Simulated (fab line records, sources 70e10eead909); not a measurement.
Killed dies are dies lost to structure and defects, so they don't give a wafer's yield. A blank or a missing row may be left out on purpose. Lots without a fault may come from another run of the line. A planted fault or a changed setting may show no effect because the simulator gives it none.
Which tool did it? | flow nand_harc | 21 lots, 63 wafers sampled, at 6 steps of a route of 1302

WHAT THE GAUGES READ, wafer by wafer
The record holds no reading of a measuring or inspecting step that can be judged against a usual standard deviation.

WHICH TOOL RAN EACH LOT (tool, then ch and the chambers of the sampled wafers, then the start)
lot  | NHARC_A_STAIRCASE_DEP_322       | NHARC_A_STAIRCASE_DESCUM_443       | NHARC_A_STAIRCASE_ETCHBACK_157     | NHARC_A_SGD_CUT_ETCH_15                       | NHARC_A_SGD_CUT_STRIP_17                      | NHARC_A_SLIT_DEP_25
L074 | pecvd-02 ch 0,2, day 18 13:17   | rie_diel-01 ch 0,1,2, day 19 06:05 | rie_diel-01 ch 0,1,2, day 19 13:19 | rie_diel-02 ch 0,2,3, day 19 23:34 or earlier | rie_diel-02 ch 2,3, day 19 23:34 or earlier   | pecvd-02 ch 0,2, day 19 23:34
L075 | pecvd-03 ch 0,1, day 18 13:24   | rie_diel-05 ch 0,1,3, day 19 06:03 | rie_diel-01 ch 0,2, day 19 12:26   | rie_diel-02 ch 1,2, day 19 23:22 or earlier   | rie_diel-02 ch 0,1, day 19 23:22 or earlier   | pecvd-02 ch 0,1,2, day 19 23:22
L076 | pecvd-04 ch 0,1, day 19 08:32   | rie_diel-01 ch 0,2, day 20 00:59   | rie_diel-05 ch 1,3, day 20 08:10   | rie_diel-12 ch 1,2,3, day 20 16:35 or earlier | rie_diel-12 ch 0,3, day 20 16:35 or earlier   | pecvd-04 ch 0,1,2, day 20 16:35
L077 | pecvd-02 ch 0,1,2, day 20 00:07 | rie_diel-05 ch 0,1,3, day 20 17:02 | rie_diel-01 ch 0,3, day 20 23:10   | rie_diel-02 ch 1,3, day 21 07:55 or earlier   | rie_diel-02 ch 1,2,3, day 21 07:55 or earlier | pecvd-04 ch 0,1, day 21 07:55
L079 | pecvd-02 ch 0,1,2, day 20 11:07 | rie_diel-09 ch 1,2,3, day 21 14:22 | rie_diel-05 ch 0,1, day 21 20:40   | rie_diel-02 ch 0,3, day 22 04:58 or earlier   | rie_diel-02 ch 1,3, day 22 04:58 or earlier   | pecvd-04 ch 0,2, day 22 04:58
L080 | pecvd-04 ch 0,1,2, day 20 23:44 | rie_diel-01 ch 0,2,3, day 22 08:01 | rie_diel-01 ch 1,2,3, day 22 14:15 | rie_diel-12 ch 2,3, day 22 23:02 or earlier   | rie_diel-12 ch 0,1,2, day 22 23:02 or earlier | pecvd-04 ch 0,1, day 22 23:02
L083 | pecvd-02 ch 0,1,2, day 22 00:05 | rie_diel-01 ch 0,2,3, day 22 18:05 | rie_diel-09 ch 0,3, day 23 00:20   | rie_diel-07 ch 2,3, day 23 09:52 or earlier   | rie_diel-07 ch 0,1,2, day 23 09:52 or earlier | pecvd-04 ch 0,1,2, day 23 09:52
L082 | pecvd-04 ch 0,1, day 22 00:13   | rie_diel-05 ch 0,3, day 22 17:55   | rie_diel-01 ch 1,2, day 23 00:03   | rie_diel-02 ch 0,3, day 23 09:52 or earlier   | rie_diel-02 ch 0,1,3, day 23 09:52 or earlier | pecvd-02 ch 0,1,2, day 23 09:52
L084 | pecvd-02 ch 0,1,2, day 22 08:38 | rie_diel-05 ch 0,1, day 23 02:34   | rie_diel-01 ch 0,1,3, day 23 08:44 | rie_diel-07 ch 1,2,3, day 23 17:14 or earlier | rie_diel-07 ch 2,3, day 23 17:14 or earlier   | pecvd-02 ch 0,1,2, day 23 17:14
L085 | pecvd-03 ch 0,2, day 22 14:23   | rie_diel-09 ch 2,3, day 23 07:46   | rie_diel-09 ch 0,1, day 23 14:04   | rie_diel-12 ch 0,1,2, day 23 22:23 or earlier | rie_diel-12 ch 0,2,3, day 23 22:23 or earlier | pecvd-01 ch 0,2, day 23 22:23
L086 | pecvd-02 ch 0,2, day 22 23:51   | rie_diel-01 ch 0,1,3, day 23 18:29 | rie_diel-05 ch 0,2,3, day 24 00:37 | rie_diel-12 ch 1,2,3, day 24 09:09 or earlier | rie_diel-12 ch 0,1,3, day 24 09:09 or earlier | pecvd-04 ch 1,2, day 24 09:09
L087 | pecvd-03 ch 0,1,2, day 23 13:59 | rie_diel-09 ch 0,2,3, day 24 05:08 | rie_diel-09 ch 1,2,3, day 24 11:29 | rie_diel-12 ch 0,2,3, day 24 20:19 or earlier | rie_diel-12 ch 0,2,3, day 24 20:19 or earlier | pecvd-04 ch 0,1,2, day 24 20:19
L089 | pecvd-04 ch 1,2, day 24 02:30   | rie_diel-05 ch 0,3, day 24 19:32   | rie_diel-05 ch 1,2,3, day 25 01:45 | rie_diel-12 ch 0,2,3, day 25 10:27 or earlier | rie_diel-12 ch 0,1,2, day 25 10:27 or earlier | pecvd-04 ch 0,1,2, day 25 10:27
L088 | pecvd-02 ch 0,1,2, day 24 15:08 | rie_diel-01 ch 0,2,3, day 25 05:50 | rie_diel-01 ch 0,1,2, day 25 12:04 | rie_diel-02 ch 0,2,3, day 25 20:18 or earlier | rie_diel-02 ch 0,2,3, day 25 20:18 or earlier | pecvd-01 ch 0,1,2, day 25 20:18
L090 | pecvd-04 ch 1,2, day 24 15:26   | rie_diel-05 ch 2,3, day 25 04:56   | rie_diel-01 ch 0,2,3, day 25 11:26 | rie_diel-07 ch 0,3, day 25 20:07 or earlier   | rie_diel-07 ch 0,1,3, day 25 20:07 or earlier | pecvd-04 ch 0,1,2, day 25 20:07
L092 | pecvd-03 ch 1,2, day 25 10:52   | rie_diel-01 ch 1,2, day 26 04:08   | rie_diel-05 ch 1,2,3, day 26 10:20 | rie_diel-12 ch 0,1,3, day 26 18:55 or earlier | rie_diel-12 ch 0,1,3, day 26 18:55 or earlier | pecvd-01 ch 0,2, day 26 18:55
L093 | pecvd-03 ch 0,1,2, day 25 20:43 | rie_diel-09 ch 1,2,3, day 26 15:16 | rie_diel-09 ch 0,2,3, day 26 21:23 | rie_diel-07 ch 0,1,3, day 27 05:57 or earlier | rie_diel-07 ch 0,2,3, day 27 05:57 or earlier | pecvd-02 ch 0,2, day 27 05:57
L095 | pecvd-04 ch 0,1,2, day 26 07:53 | rie_diel-01 ch 0,1,3, day 27 05:17 | rie_diel-05 ch 0,1,3, day 27 11:29 | rie_diel-02 ch 0,3, day 27 20:19 or earlier   | rie_diel-02 ch 1,2,3, day 27 20:19 or earlier | pecvd-02 ch 0,2, day 27 20:19
L094 | pecvd-02 ch 0,2, day 26 07:59   | rie_diel-05 ch 1,3, day 27 05:26   | rie_diel-01 ch 0,1,3, day 27 11:46 | rie_diel-12 ch 1,2, day 27 20:19 or earlier   | rie_diel-12 ch 2,3, day 27 20:19 or earlier   | pecvd-01 ch 0,1,2, day 27 20:19
L096 | pecvd-03 ch 0,1,2, day 26 20:53 | rie_diel-05 ch 0,1,3, day 27 15:32 | rie_diel-05 ch 1,3, day 27 21:45   | rie_diel-02 ch 0,1,3, day 28 06:23 or earlier | rie_diel-02 ch 1,2,3, day 28 06:23 or earlier | pecvd-04 ch 0,1, day 28 06:23
L097 | pecvd-02 ch 0,1,2, day 27 16:19 | rie_diel-01 ch 0,2,3, day 28 11:10 | rie_diel-01 ch 0,2,3, day 28 17:19 | rie_diel-07 ch 0,1,2, day 29 02:23 or earlier | rie_diel-07 ch 0,1,2, day 29 02:23 or earlier | pecvd-02 ch 0,1,2, day 29 02:23
- NHARC_A_STAIRCASE_DEP_322: deposits SiO2, target thk 7200 nm.
- NHARC_A_STAIRCASE_DESCUM_443: chemistry O2, time 3 s.
- NHARC_A_STAIRCASE_ETCHBACK_157: etches the open film in CH3F/O2, target depth 90 nm, time 167.14 s.
- NHARC_A_SGD_CUT_ETCH_15: etches the open film in CH3F/O2, target depth 75 nm, time 64.3 s.
- NHARC_A_SGD_CUT_STRIP_17: strips in O2.
- NHARC_A_SLIT_DEP_25: deposits SiO2, target thk 200 nm.

WHAT THE TOOLS THEMSELVES READ (means of the sampled wafers that have a number; where no wafer has one, the mark that the record gives instead)
NHARC_A_STAIRCASE_DEP_322. Usual: heater_power_w 647 W, standard deviation 77; rf_fwd_power_W 499.6 W, standard deviation 1.6.
lot  | tool     | heater_power_w (W) | rf_fwd_power_W (W) | flag
L074 | pecvd-02 | 594                | 499.3              |
L075 | pecvd-03 | 704                | 498.0              |
L076 | pecvd-04 | 623                | 499.6              |
L077 | pecvd-02 | 625                | 500.3              |
L079 | pecvd-02 | 631                | 498.6              |
L080 | pecvd-04 | 665                | 499.6              |
L083 | pecvd-02 | 632                | 500.9              |
L082 | pecvd-04 | 605                | 499.0              |
L084 | pecvd-02 | 561                | 499.2              |
L085 | pecvd-03 | 657                | 499.8              |
L086 | pecvd-02 | 605                | 499.4              |
L087 | pecvd-03 | 736                | 499.6              |
L089 | pecvd-04 | 617                | 500.4              |
L088 | pecvd-02 | 691                | 498.1              |
L090 | pecvd-04 | 606                | 499.2              |
L092 | pecvd-03 | 715                | 500.0              |
L093 | pecvd-03 | 739                | 500.7              |
L095 | pecvd-04 | 613                | 499.9              |
L094 | pecvd-02 | 614                | 499.9              |
L096 | pecvd-03 | 686                | 500.8              |
L097 | pecvd-02 | 659                | 500.5              |

NHARC_A_STAIRCASE_DESCUM_443. Usual: drypump_motor_current_A 5.8 A, standard deviation 0.46; oes_product_au 1.002 a.u., standard deviation 0.011; rf_vpp_V 57.8 V, standard deviation 0.86; showerhead_plenum_p_Torr 1.93 Torr, standard deviation 0.084; throttle_valve_pct 11.312 %, standard deviation 0.0089.
lot  | tool        | drypump_motor_current_A (A) | oes_product_au (a.u.) | rf_vpp_V (V) | showerhead_plenum_p_Torr (Torr) | throttle_valve_pct (%) | flag
L074 | rie_diel-01 | 5.8                         | 1.007                 | 57.7         | 1.83                            | 11.319                 |
L075 | rie_diel-05 | 5.3                         | 1.009                 | 57.3         | 2.01                            | 11.315                 |
L076 | rie_diel-01 | 6.3                         | 0.988                 | 57.4         | 1.80                            | 11.308                 |
L077 | rie_diel-05 | 5.3                         | 1.016                 | 57.7         | 2.01                            | 11.319                 |
L079 | rie_diel-09 | 6.2                         | 0.997                 | 57.9         | 1.98                            | 11.312                 |
L080 | rie_diel-01 | 6.1                         | 1.001                 | 58.1         | 1.84                            | 11.311                 |
L083 | rie_diel-01 | 6.1                         | 0.993                 | 57.9         | 1.84                            | 11.313                 |
L082 | rie_diel-05 | 5.1                         | 1.008                 | 58.3         | 1.97                            | 11.321                 |
L084 | rie_diel-05 | 5.5                         | 1.003                 | 58.2         | 1.99                            | 11.307                 |
L085 | rie_diel-09 | 6.3                         | 1.010                 | 58.0         | 2.00                            | 11.309                 |
L086 | rie_diel-01 | 5.7                         | 0.989                 | 57.0         | 1.86                            | 11.308                 |
L087 | rie_diel-09 | 6.1                         | 1.017                 | 57.6         | 1.98                            | 11.316                 |
L089 | rie_diel-05 | 5.1                         | 1.013                 | 57.9         | 1.96                            | 11.314                 |
L088 | rie_diel-01 | 6.0                         | 1.001                 | 57.2         | 1.83                            | 11.321                 |
L090 | rie_diel-05 | 5.4                         | 1.002                 | 58.1         | 2.00                            | 11.313                 |
L092 | rie_diel-01 | 6.0                         | 0.988                 | 57.8         | 1.81                            | 11.316                 |
L093 | rie_diel-09 | 6.2                         | 0.998                 | 58.6         | 1.97                            | 11.298                 |
L095 | rie_diel-01 | 5.7                         | 0.996                 | 57.7         | 1.85                            | 11.305                 |
L094 | rie_diel-05 | 5.6                         | 1.004                 | 58.5         | 2.02                            | 11.303                 |
L096 | rie_diel-05 | 5.3                         | 1.003                 | 57.9         | 1.99                            | 11.324                 |
L097 | rie_diel-01 | 6.1                         | 1.000                 | 56.6         | 1.83                            | 11.320                 |

NHARC_A_STAIRCASE_ETCHBACK_157. Usual: drypump_motor_current_A 5.7 A, standard deviation 0.44; oes_product_au 0.98 a.u., standard deviation 0.034; rf_fwd_power_W 497.6 W, standard deviation 1.7; rf_vpp_V 244.4 V, standard deviation 1.7; showerhead_plenum_p_Torr 2.45 Torr, standard deviation 0.1; throttle_valve_pct 20.663 %, standard deviation 0.0086.
lot  | tool        | drypump_motor_current_A (A) | oes_product_au (a.u.) | rf_fwd_power_W (W) | rf_vpp_V (V) | showerhead_plenum_p_Torr (Torr) | throttle_valve_pct (%) | flag
L074 | rie_diel-01 | 5.9                         | 0.96                  | 499.5              | 243.4        | 2.35                            | 20.669                 |
L075 | rie_diel-01 | 6.1                         | 0.95                  | 496.6              | 242.0        | 2.33                            | 20.653                 |
L076 | rie_diel-05 | 5.6                         | 1.01                  | 497.8              | 246.1        | 2.61                            | 20.661                 |
L077 | rie_diel-01 | 5.9                         | 0.93                  | 497.4              | 243.8        | 2.37                            | 20.668                 |
L079 | rie_diel-05 | 5.3                         | 0.98                  | 499.6              | 245.8        | 2.52                            | 20.663                 |
L080 | rie_diel-01 | 5.8                         | 0.91                  | 499.7              | 243.3        | 2.40                            | 20.660                 |
L083 | rie_diel-09 | 6.2                         | 1.00                  | 498.3              | 246.6        | 2.58                            | 20.665                 |
L082 | rie_diel-01 | 5.6                         | 0.91                  | 497.3              | 243.3        | 2.36                            | 20.657                 |
L084 | rie_diel-01 | 5.7                         | 0.94                  | 497.5              | 244.0        | 2.39                            | 20.665                 |
L085 | rie_diel-09 | 5.8                         | 0.99                  | 499.0              | 246.0        | 2.52                            | 20.668                 |
L086 | rie_diel-05 | 5.4                         | 0.97                  | 498.5              | 245.4        | 2.53                            | 20.662                 |
L087 | rie_diel-09 | 6.2                         | 1.00                  | 498.0              | 244.9        | 2.53                            | 20.659                 |
L089 | rie_diel-05 | 5.6                         | 1.00                  | 497.6              | 245.6        | 2.56                            | 20.662                 |
L088 | rie_diel-01 | 5.9                         | 1.00                  | 498.0              | 242.9        | 2.34                            | 20.664                 |
L090 | rie_diel-01 | 6.0                         | 1.00                  | 496.9              | 243.4        | 2.36                            | 20.665                 |
L092 | rie_diel-05 | 5.6                         | 1.00                  | 495.6              | 246.4        | 2.56                            | 20.670                 |
L093 | rie_diel-09 | 6.1                         | 1.01                  | 498.0              | 246.0        | 2.52                            | 20.670                 |
L095 | rie_diel-05 | 5.3                         | 0.99                  | 496.0              | 246.2        | 2.55                            | 20.665                 |
L094 | rie_diel-01 | 5.7                         | 1.00                  | 495.8              | 244.0        | 2.38                            | 20.668                 |
L096 | rie_diel-05 | 5.6                         | 0.94                  | 496.7              | 246.8        | 2.59                            | 20.654                 |
L097 | rie_diel-01 | 6.1                         | 1.01                  | 496.9              | 243.0        | 2.35                            | 20.667                 |

NHARC_A_SGD_CUT_ETCH_15. Usual: drypump_motor_current_A 6.2 A, standard deviation 0.4; oes_product_au 0.960 a.u., standard deviation 0.017; rf_fwd_power_W 495.9 W, standard deviation 1.8; rf_vpp_V 263.9 V, standard deviation 1.9; showerhead_plenum_p_Torr 2.45 Torr, standard deviation 0.11; throttle_valve_pct 20.663 %, standard deviation 0.009.
lot  | tool        | drypump_motor_current_A (A) | oes_product_au (a.u.) | rf_fwd_power_W (W) | rf_vpp_V (V) | showerhead_plenum_p_Torr (Torr) | throttle_valve_pct (%) | flag
L074 | rie_diel-02 | 6.3                         | 0.968                 | 495.7              | 263.3        | 2.43                            | 20.672                 |
L075 | rie_diel-02 | 5.9                         | 0.965                 | 495.7              | 263.7        | 2.45                            | 20.666                 |
L076 | rie_diel-12 | 6.1                         | 0.971                 | 494.8              | 266.2        | 2.61                            | 20.664                 |
L077 | rie_diel-02 | 6.0                         | 0.960                 | 497.5              | 263.2        | 2.37                            | 20.667                 |
L079 | rie_diel-02 | 6.4                         | 0.966                 | 495.0              | 263.1        | 2.41                            | 20.671                 |
L080 | rie_diel-12 | 6.0                         | 0.986                 | 495.0              | 266.1        | 2.63                            | 20.661                 |
L083 | rie_diel-07 | 6.4                         | 0.924                 | 495.7              | 264.0        | 2.45                            | 20.660                 |
L082 | rie_diel-02 | 6.4                         | 0.967                 | 495.3              | 263.7        | 2.40                            | 20.666                 |
L084 | rie_diel-07 | 6.3                         | 0.965                 | 495.2              | 263.1        | 2.40                            | 20.662                 |
L085 | rie_diel-12 | 6.1                         | 0.973                 | 494.9              | 264.5        | 2.49                            | 20.666                 |
L086 | rie_diel-12 | 6.1                         | 0.925                 | 494.3              | 266.3        | 2.61                            | 20.664                 |
L087 | rie_diel-12 | 6.0                         | 0.968                 | 496.4              | 264.9        | 2.52                            | 20.668                 |
L089 | rie_diel-12 | 6.0                         | 0.951                 | 495.6              | 265.2        | 2.51                            | 20.657                 |
L088 | rie_diel-02 | 6.3                         | 0.964                 | 497.8              | 263.2        | 2.42                            | 20.653                 |
L090 | rie_diel-07 | 6.0                         | 0.974                 | 496.1              | 264.3        | 2.42                            | 20.664                 |
L092 | rie_diel-12 | 6.5                         | 0.956                 | 496.5              | 265.0        | 2.50                            | 20.665                 |
L093 | rie_diel-07 | 6.1                         | 0.968                 | 496.0              | 263.1        | 2.38                            | 20.665                 |
L095 | rie_diel-02 | 6.3                         | 0.958                 | 495.1              | 262.4        | 2.38                            | 20.662                 |
L094 | rie_diel-12 | 6.1                         | 0.952                 | 494.3              | 265.7        | 2.58                            | 20.649                 |
L096 | rie_diel-02 | 6.2                         | 0.964                 | 495.5              | 263.0        | 2.40                            | 20.659                 |
L097 | rie_diel-07 | 6.0                         | 0.968                 | 495.8              | 262.1        | 2.38                            | 20.658                 |

NHARC_A_SGD_CUT_STRIP_17. Usual: drypump_motor_current_A 6.2 A, standard deviation 0.42; oes_product_au 0.997 a.u., standard deviation 0.011; rf_vpp_V 57.8 V, standard deviation 1; showerhead_plenum_p_Torr 3.52 Torr, standard deviation 0.15; throttle_valve_pct 17.037 %, standard deviation 0.0091.
lot  | tool        | drypump_motor_current_A (A) | oes_product_au (a.u.) | rf_vpp_V (V) | showerhead_plenum_p_Torr (Torr) | throttle_valve_pct (%) | flag
L074 | rie_diel-02 | 6.2                         | 0.984                 | 58.8         | 3.51                            | 17.034                 |
L075 | rie_diel-02 | 6.3                         | 0.999                 | 58.5         | 3.49                            | 17.038                 |
L076 | rie_diel-12 | 6.5                         | 0.999                 | 58.4         | 3.46                            | 17.041                 |
L077 | rie_diel-02 | 6.0                         | 0.987                 | 58.5         | 3.48                            | 17.044                 |
L079 | rie_diel-02 | 5.9                         | 0.991                 | 58.1         | 3.44                            | 17.039                 |
L080 | rie_diel-12 | 6.1                         | 0.996                 | 58.2         | 3.58                            | 17.034                 |
L083 | rie_diel-07 | 6.0                         | 0.994                 | 58.3         | 3.42                            | 17.034                 |
L082 | rie_diel-02 | 6.2                         | 1.001                 | 58.4         | 3.45                            | 17.045                 |
L084 | rie_diel-07 | 6.4                         | 1.002                 | 57.3         | 3.53                            | 17.030                 |
L085 | rie_diel-12 | 6.0                         | 1.003                 | 58.2         | 3.61                            | 17.038                 |
L086 | rie_diel-12 | 6.5                         | 1.000                 | 57.8         | 3.58                            | 17.037                 |
L087 | rie_diel-12 | 6.0                         | 0.998                 | 58.3         | 3.61                            | 17.035                 |
L089 | rie_diel-12 | 6.1                         | 0.994                 | 57.7         | 3.57                            | 17.027                 |
L088 | rie_diel-02 | 6.3                         | 0.991                 | 57.4         | 3.48                            | 17.031                 |
L090 | rie_diel-07 | 6.2                         | 1.003                 | 57.2         | 3.42                            | 17.044                 |
L092 | rie_diel-12 | 6.5                         | 0.996                 | 58.6         | 3.58                            | 17.040                 |
L093 | rie_diel-07 | 6.1                         | 1.001                 | 58.3         | 3.50                            | 17.033                 |
L095 | rie_diel-02 | 6.1                         | 0.995                 | 57.0         | 3.47                            | 17.031                 |
L094 | rie_diel-12 | 5.6                         | 0.993                 | 58.0         | 3.75                            | 17.034                 |
L096 | rie_diel-02 | 6.1                         | 0.991                 | 57.0         | 3.47                            | 17.036                 |
L097 | rie_diel-07 | 6.0                         | 1.008                 | 57.2         | 3.42                            | 17.043                 |

NHARC_A_SLIT_DEP_25. Usual: chamber_pressure_Torr 6.499 Torr, standard deviation 0.016; heater_power_w 537 W, standard deviation 57; rf_fwd_power_W 897.0 W, standard deviation 2.5; throttle_valve_pct 15.8 %, standard deviation 0.5.
lot  | tool     | chamber_pressure_Torr (Torr) | heater_power_w (W) | rf_fwd_power_W (W) | throttle_valve_pct (%) | flag
L074 | pecvd-02 | 6.490                        | 557                | 897.8              | 15.4                   |
L075 | pecvd-02 | 6.510                        | 488                | 895.2              | 15.8                   |
L076 | pecvd-04 | 6.499                        | 554                | 897.9              | 15.7                   |
L077 | pecvd-04 | 6.487                        | 482                | 896.7              | 15.7                   |
L079 | pecvd-04 | 6.507                        | 573                | 898.0              | 15.7                   |
L080 | pecvd-04 | 6.493                        | 548                | 896.4              | 15.8                   |
L083 | pecvd-04 | 6.515                        | 564                | 894.2              | 15.9                   |
L082 | pecvd-02 | 6.485                        | 537                | 895.7              | 15.9                   |
L084 | pecvd-02 | 6.515                        | 517                | 898.4              | 15.7                   |
L085 | pecvd-01 | 6.509                        | 567                | 895.6              | 15.5                   |
L086 | pecvd-04 | 6.491                        | 548                | 895.5              | 15.8                   |
L087 | pecvd-04 | 6.494                        | 570                | 897.7              | 15.8                   |
L089 | pecvd-04 | 6.502                        | 575                | 898.5              | 15.8                   |
L088 | pecvd-01 | 6.515                        | 545                | 897.9              | 16.1                   |
L090 | pecvd-04 | 6.496                        | 596                | 897.1              | 15.8                   |
L092 | pecvd-01 | 6.483                        | 557                | 899.2              | 15.7                   |
L093 | pecvd-02 | 6.527                        | 518                | 896.9              | 15.4                   |
L095 | pecvd-02 | 6.487                        | 542                | 896.9              | 15.2                   |
L094 | pecvd-01 | 6.489                        | 552                | 894.8              | 16.1                   |
L096 | pecvd-04 | 6.506                        | 521                | 894.4              | 15.5                   |
L097 | pecvd-02 | 6.494                        | 519                | 897.2              | 15.7                   |

THE ANSWER, worked out from the rows above alone
Rule: a lot is off if the mean of its wafers that have a number lies more than 3 standard deviations from the usual mean. A lot without any number at a reading at which 4 lots or more have one is off too. The other lots that the step has rows for count as sound. The gauges are gone through in route order, then the tools' own readings, and for those a lot's mean is taken as printed above. The first step at which some lot is off is used, and at that step the reading that is off furthest; a lot without a number counts as furthest.
No lot is off at any reading shown: from this, nothing can be told.

WHAT THE SIMULATOR HAD PUT IN
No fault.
